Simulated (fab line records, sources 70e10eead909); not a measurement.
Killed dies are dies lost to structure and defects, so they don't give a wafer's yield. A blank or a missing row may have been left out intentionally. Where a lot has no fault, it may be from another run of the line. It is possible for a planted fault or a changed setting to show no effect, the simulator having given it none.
The tool behind it: which one? :: flow nandHarc :: Sampling: 12 lots, 36 wafers, 5 of 1159 route steps

## WHAT EACH GAUGE READ, for each wafer
NHARC_END_SORT_01.
lot: L593
measured: day 22 09:53
on: prober-02
killedAtArray: 35 31
killedAtOther: 1 3
killedAtPeriphery: 6 7
killedDies: 42 41
killedOpen: 8 6
killedShort: 3 2

lot: L598
measured: day 24 11:25
on: prober-01
killedAtArray: 23 29 24
killedAtOther: 4 1 2
killedAtPeriphery: 6 2 3
killedDies: 33 32 29
killedOpen: 2 5 4
killedShort: 3 1 4

## TOOL THAT RAN EACH LOT (tool first, then ch and the chambers of the sampled wafers, then the start)
lot: L581
NHARC_P_GATE_HM_OPEN_105: rieDiel-02 ch 0,2,3, day 4 22:53 or earlier
NHARC_P_GATE_ALD_36: aldSin-04 ch 0,1,2, day 4 22:53
NHARC_P_GATE_STRIP_101: rieDiel-04 ch 0,2, day 5 07:20
NHARC_P_GATE_STRIP_111: plasmaAsher-02 ch 0,1, day 5 08:59

lot: L582
NHARC_P_GATE_HM_OPEN_105: rieDiel-07 ch 0,2,3, day 4 22:08 or earlier
NHARC_P_GATE_ALD_36: aldSin-03 ch 1,3, day 4 22:08
NHARC_P_GATE_STRIP_101: rieDiel-02 ch 0,1,3, day 5 07:44
NHARC_P_GATE_STRIP_111: plasmaAsher-02 ch 1, day 5 09:25

lot: L583
NHARC_P_GATE_HM_OPEN_105: rieDiel-07 ch 0,1,3, day 5 10:58 or earlier
NHARC_P_GATE_ALD_36: aldSin-01 ch 2,3, day 5 10:58
NHARC_P_GATE_STRIP_101: rieDiel-07 ch 0,2, day 5 20:49
NHARC_P_GATE_STRIP_111: plasmaAsher-01 ch 0,1, day 5 22:14

lot: L586
NHARC_P_GATE_HM_OPEN_105: rieDiel-07 ch 0,2,3, day 5 20:30 or earlier
NHARC_P_GATE_ALD_36: aldSin-03 ch 0,1,3, day 5 20:30
NHARC_P_GATE_STRIP_101: rieDiel-04 ch 1,2,3, day 6 04:02
NHARC_P_GATE_STRIP_111: plasmaAsher-02 ch 0,1, day 6 05:34

lot: L589
NHARC_P_GATE_HM_OPEN_105: rieDiel-02 ch 0,1,3, day 6 22:33 or earlier
NHARC_P_GATE_ALD_36: aldSin-03 ch 1,2,3, day 6 22:33
NHARC_P_GATE_STRIP_101: rieDiel-07 ch 0,1,3, day 7 08:31
NHARC_P_GATE_STRIP_111: plasmaAsher-02 ch 0,1, day 7 09:58

lot: L591
NHARC_P_GATE_HM_OPEN_105: rieDiel-04 ch 0,2,3, day 7 13:12 or earlier
NHARC_P_GATE_ALD_36: aldSin-03 ch 1,2,3, day 7 13:12
NHARC_P_GATE_STRIP_101: rieDiel-04 ch 1,2, day 7 19:35
NHARC_P_GATE_STRIP_111: plasmaAsher-01 ch 0,1, day 7 21:01

lot: L592
NHARC_P_GATE_HM_OPEN_105: rieDiel-04 ch 0,2, day 7 10:11 or earlier
NHARC_P_GATE_ALD_36: aldSin-04 ch 0,3, day 7 10:11
NHARC_P_GATE_STRIP_101: rieDiel-02 ch 0,1,2, day 7 19:46
NHARC_P_GATE_STRIP_111: plasmaAsher-02 ch 0,1, day 7 21:43

lot: L593
NHARC_P_GATE_HM_OPEN_105: rieDiel-07 ch 1,2, day 8 03:19 or earlier
NHARC_P_GATE_ALD_36: aldSin-03 ch 0,1, day 8 03:19
NHARC_P_GATE_STRIP_101: rieDiel-04 ch 1,2, day 8 12:58
NHARC_P_GATE_STRIP_111: plasmaAsher-02 ch 0,1, day 8 14:28

lot: L598
NHARC_P_GATE_HM_OPEN_105: rieDiel-04 ch 1,2,3, day 9 03:19 or earlier
NHARC_P_GATE_ALD_36: aldSin-01 ch 0,3, day 9 03:19
NHARC_P_GATE_STRIP_101: rieDiel-04 ch 0,1,3, day 9 12:56
NHARC_P_GATE_STRIP_111: plasmaAsher-02 ch 0,1, day 9 14:22

lot: L599
NHARC_P_GATE_HM_OPEN_105: rieDiel-02 ch 0,2,3, day 9 04:00 or earlier
NHARC_P_GATE_ALD_36: aldSin-04 ch 1,2,3, day 9 04:00
NHARC_P_GATE_STRIP_101: rieDiel-04 ch 0,1,3, day 9 13:34
NHARC_P_GATE_STRIP_111: plasmaAsher-01 ch 0,1, day 9 15:01

lot: L601
NHARC_P_GATE_HM_OPEN_105: rieDiel-04 ch 0,1,3, day 9 17:29 or earlier
NHARC_P_GATE_ALD_36: aldSin-01 ch 1,2, day 9 17:29
NHARC_P_GATE_STRIP_101: rieDiel-07 ch 0,1,2, day 10 03:13
NHARC_P_GATE_STRIP_111: plasmaAsher-02 ch 0,1, day 10 04:33

lot: L602
NHARC_P_GATE_HM_OPEN_105: rieDiel-04 ch 0,3, day 10 00:34 or earlier
NHARC_P_GATE_ALD_36: aldSin-04 ch 1,2, day 10 00:34
NHARC_P_GATE_STRIP_101: rieDiel-04 ch 0,3, day 10 10:17
NHARC_P_GATE_STRIP_111: plasmaAsher-02 ch 0,1, day 10 11:43
- NHARC_P_GATE_HM_OPEN_105: chemistry O2/COS, target depth 360 nm.
- NHARC_P_GATE_ALD_36: deposits SiNx, target thk 20 nm, pulse time 60 s, ald cycles 223.
- NHARC_P_GATE_STRIP_101: strips in O2, time 20 s.
- NHARC_P_GATE_STRIP_111: strips in N2/H2, time 250 s.

## WHAT THE TOOLS THEMSELVES READ (means of the sampled wafers that have a number; where no wafer has one, the mark that the record gives instead)
NHARC_P_GATE_HM_OPEN_105.
lot: L581
tool: rieDiel-02
biasW (W): 299.2
chamberPressureMTorr (mTorr): 19.992
drypumpMotorCurrentA (A): 5.7
oesProductAu (a.u.): 0.993
rfVppV (V): 467.1
showerheadPlenumPTorr (Torr): 3.11
throttleValvePct (%): 28.324

lot: L582
tool: rieDiel-07
biasW (W): 299.9
chamberPressureMTorr (mTorr): 19.988
drypumpMotorCurrentA (A): 5.9
oesProductAu (a.u.): 1.004
rfVppV (V): 469.9
showerheadPlenumPTorr (Torr): 3.24
throttleValvePct (%): 28.332

lot: L583
tool: rieDiel-07
biasW (W): 300.2
chamberPressureMTorr (mTorr): 20.007
drypumpMotorCurrentA (A): 5.8
oesProductAu (a.u.): 1.007
rfVppV (V): 470.3
showerheadPlenumPTorr (Torr): 3.26
throttleValvePct (%): 28.331

lot: L586
tool: rieDiel-07
biasW (W): 299.7
chamberPressureMTorr (mTorr): 19.987
drypumpMotorCurrentA (A): 5.9
oesProductAu (a.u.): 1.006
rfVppV (V): 469.0
showerheadPlenumPTorr (Torr): 3.24
throttleValvePct (%): 28.332

lot: L589
tool: rieDiel-02
biasW (W): 299.6
chamberPressureMTorr (mTorr): 20.003
drypumpMotorCurrentA (A): 5.9
oesProductAu (a.u.): 1.001
rfVppV (V): 466.0
showerheadPlenumPTorr (Torr): 3.08
throttleValvePct (%): 28.321

lot: L591
tool: rieDiel-04
biasW (W): 300.1
chamberPressureMTorr (mTorr): 20.009
drypumpMotorCurrentA (A): 5.7
oesProductAu (a.u.): 0.999
rfVppV (V): 466.6
showerheadPlenumPTorr (Torr): 3.09
throttleValvePct (%): 28.323

lot: L592
tool: rieDiel-04
biasW (W): 300.7
chamberPressureMTorr (mTorr): 20.000
drypumpMotorCurrentA (A): 5.5
oesProductAu (a.u.): 1.002
rfVppV (V): 465.5
showerheadPlenumPTorr (Torr): 3.01
throttleValvePct (%): 28.332

lot: L593
tool: rieDiel-07
biasW (W): 299.2
chamberPressureMTorr (mTorr): 19.997
drypumpMotorCurrentA (A): 5.7
oesProductAu (a.u.): 1.022
rfVppV (V): 468.3
showerheadPlenumPTorr (Torr): 3.19
throttleValvePct (%): 28.326

lot: L598
tool: rieDiel-04
biasW (W): 299.2
chamberPressureMTorr (mTorr): 20.001
drypumpMotorCurrentA (A): 6.0
oesProductAu (a.u.): 1.006
rfVppV (V): 468.7
showerheadPlenumPTorr (Torr): 3.17
throttleValvePct (%): 28.335

lot: L599
tool: rieDiel-02
biasW (W): 300.5
chamberPressureMTorr (mTorr): 19.998
drypumpMotorCurrentA (A): 5.7
oesProductAu (a.u.): 1.010
rfVppV (V): 466.4
showerheadPlenumPTorr (Torr): 3.09
throttleValvePct (%): 28.326

lot: L601
tool: rieDiel-04
biasW (W): 299.9
chamberPressureMTorr (mTorr): 20.002
drypumpMotorCurrentA (A): 5.7
oesProductAu (a.u.): 1.002
rfVppV (V): 467.6
showerheadPlenumPTorr (Torr): 3.14
throttleValvePct (%): 28.334

lot: L602
tool: rieDiel-04
biasW (W): 299.2
chamberPressureMTorr (mTorr): 20.025
drypumpMotorCurrentA (A): 5.4
oesProductAu (a.u.): 0.996
rfVppV (V): 465.6
showerheadPlenumPTorr (Torr): 3.06
throttleValvePct (%): 28.326

NHARC_P_GATE_ALD_36.
lot: L581
tool: aldSin-04
heaterPowerW (W): 729
precursorPulseHeightRel: 0.985

lot: L582
tool: aldSin-03
heaterPowerW (W): 711
precursorPulseHeightRel: 1.020

lot: L583
tool: aldSin-01
heaterPowerW (W): 873
precursorPulseHeightRel: 1.003

lot: L586
tool: aldSin-03
heaterPowerW (W): 729
precursorPulseHeightRel: 0.984

lot: L589
tool: aldSin-03
heaterPowerW (W): 694
precursorPulseHeightRel: 1.004

lot: L591
tool: aldSin-03
heaterPowerW (W): 693
precursorPulseHeightRel: 0.990

lot: L592
tool: aldSin-04
heaterPowerW (W): 801
precursorPulseHeightRel: 0.973

lot: L593
tool: aldSin-03
heaterPowerW (W): 756
precursorPulseHeightRel: 1.012

lot: L598
tool: aldSin-01
heaterPowerW (W): 967
precursorPulseHeightRel: 1.000

lot: L599
tool: aldSin-04
heaterPowerW (W): 779
precursorPulseHeightRel: 0.984

lot: L601
tool: aldSin-01
heaterPowerW (W): 781
precursorPulseHeightRel: 1.007

lot: L602
tool: aldSin-04
heaterPowerW (W): 715
precursorPulseHeightRel: 0.985

NHARC_P_GATE_STRIP_101.
lot: L581
tool: rieDiel-04
chamberPressureMTorr (mTorr): 59.97
drypumpMotorCurrentA (A): 5.5
oesProductAu (a.u.): 0.999
rfVppV (V): 57.7
showerheadPlenumPTorr (Torr): 3.42
throttleValvePct (%): 17.039

lot: L582
tool: rieDiel-02
chamberPressureMTorr (mTorr): 60.06
drypumpMotorCurrentA (A): 5.8
oesProductAu (a.u.): 1.000
rfVppV (V): 57.6
showerheadPlenumPTorr (Torr): 3.49
throttleValvePct (%): 17.041

lot: L583
tool: rieDiel-07
chamberPressureMTorr (mTorr): 60.01
drypumpMotorCurrentA (A): 5.8
oesProductAu (a.u.): 1.012
rfVppV (V): 57.8
showerheadPlenumPTorr (Torr): 3.61
throttleValvePct (%): 17.030

lot: L586
tool: rieDiel-04
chamberPressureMTorr (mTorr): 60.01
drypumpMotorCurrentA (A): 6.0
oesProductAu (a.u.): 0.997
rfVppV (V): 58.0
showerheadPlenumPTorr (Torr): 3.59
throttleValvePct (%): 17.037

lot: L589
tool: rieDiel-07
chamberPressureMTorr (mTorr): 60.06
drypumpMotorCurrentA (A): 5.8
oesProductAu (a.u.): 0.998
rfVppV (V): 58.0
showerheadPlenumPTorr (Torr): 3.67
throttleValvePct (%): 17.039

lot: L591
tool: rieDiel-04
chamberPressureMTorr (mTorr): 59.97
drypumpMotorCurrentA (A): 5.7
oesProductAu (a.u.): 1.006
rfVppV (V): 57.4
showerheadPlenumPTorr (Torr): 3.57
throttleValvePct (%): 17.026

lot: L592
tool: rieDiel-02
chamberPressureMTorr (mTorr): 59.99
drypumpMotorCurrentA (A): 6.0
oesProductAu (a.u.): 0.994
rfVppV (V): 57.3
showerheadPlenumPTorr (Torr): 3.51
throttleValvePct (%): 17.038

lot: L593
tool: rieDiel-04
chamberPressureMTorr (mTorr): 60.01
drypumpMotorCurrentA (A): 5.8
oesProductAu (a.u.): 1.008
rfVppV (V): 57.8
showerheadPlenumPTorr (Torr): 3.50
throttleValvePct (%): 17.036

lot: L598
tool: rieDiel-04
chamberPressureMTorr (mTorr): 60.02
drypumpMotorCurrentA (A): 5.7
oesProductAu (a.u.): 0.989
rfVppV (V): 58.4
showerheadPlenumPTorr (Torr): 3.55
throttleValvePct (%): 17.035

lot: L599
tool: rieDiel-04
chamberPressureMTorr (mTorr): 59.98
drypumpMotorCurrentA (A): 5.7
oesProductAu (a.u.): 0.998
rfVppV (V): 58.3
showerheadPlenumPTorr (Torr): 3.55
throttleValvePct (%): 17.041

lot: L601
tool: rieDiel-07
chamberPressureMTorr (mTorr): 59.99
drypumpMotorCurrentA (A): 5.7
oesProductAu (a.u.): 1.009
rfVppV (V): 57.6
showerheadPlenumPTorr (Torr): 3.61
throttleValvePct (%): 17.045

lot: L602
tool: rieDiel-04
chamberPressureMTorr (mTorr): 59.97
drypumpMotorCurrentA (A): 6.0
oesProductAu (a.u.): 1.001
rfVppV (V): 58.1
showerheadPlenumPTorr (Torr): 3.57
throttleValvePct (%): 17.034

NHARC_P_GATE_STRIP_111.
lot: L581
tool: plasmaAsher-02
drypumpMotorCurrentA (A): 5.7
heaterPowerW (W): 90

lot: L582
tool: plasmaAsher-02
drypumpMotorCurrentA (A): 4.9
heaterPowerW (W): 82

lot: L583
tool: plasmaAsher-01
drypumpMotorCurrentA (A): 5.6
heaterPowerW (W): 90

lot: L586
tool: plasmaAsher-02
drypumpMotorCurrentA (A): 5.3
heaterPowerW (W): 86

lot: L589
tool: plasmaAsher-02
drypumpMotorCurrentA (A): 5.3
heaterPowerW (W): 87

lot: L591
tool: plasmaAsher-01
drypumpMotorCurrentA (A): 5.6
heaterPowerW (W): 92

lot: L592
tool: plasmaAsher-02
drypumpMotorCurrentA (A): 5.3
heaterPowerW (W): 85

lot: L593
tool: plasmaAsher-02
drypumpMotorCurrentA (A): 5.7
heaterPowerW (W): 88

lot: L598
tool: plasmaAsher-02
drypumpMotorCurrentA (A): 5.3
heaterPowerW (W): 82

lot: L599
tool: plasmaAsher-01
drypumpMotorCurrentA (A): 5.7
heaterPowerW (W): 87

lot: L601
tool: plasmaAsher-02
drypumpMotorCurrentA (A): 5.7
heaterPowerW (W): 85

lot: L602
tool: plasmaAsher-02
drypumpMotorCurrentA (A): 5.7
heaterPowerW (W): 84

## THE ANSWER, worked out from the rows above alone
Rule: what is usual is taken from the lots themselves. The widest of any qualifying gaps counts: lots, ordered by their means at a reading, are off when they make up no more than a third of the lots, leave a main group of 4 or more, and stand apart from it by 3 or more times the standard deviation of that group's means. Not used: any main group whose means are identical at the precision the tables above print for the reading. A lot without any number at a reading at which 4 lots or more have one is off too. All remaining lots with rows at the step are treated as sound. Order of review: gauges by route order, followed by the tools' own readings, for which a lot's mean as printed above is used. The first step at which some lot is off is used, and at that step the reading that is off furthest; a lot without a number counts as furthest.
None of the lots is off at any reading shown; this tells nothing.

## WHAT HAD BEEN PUT IN BY THE SIMULATOR
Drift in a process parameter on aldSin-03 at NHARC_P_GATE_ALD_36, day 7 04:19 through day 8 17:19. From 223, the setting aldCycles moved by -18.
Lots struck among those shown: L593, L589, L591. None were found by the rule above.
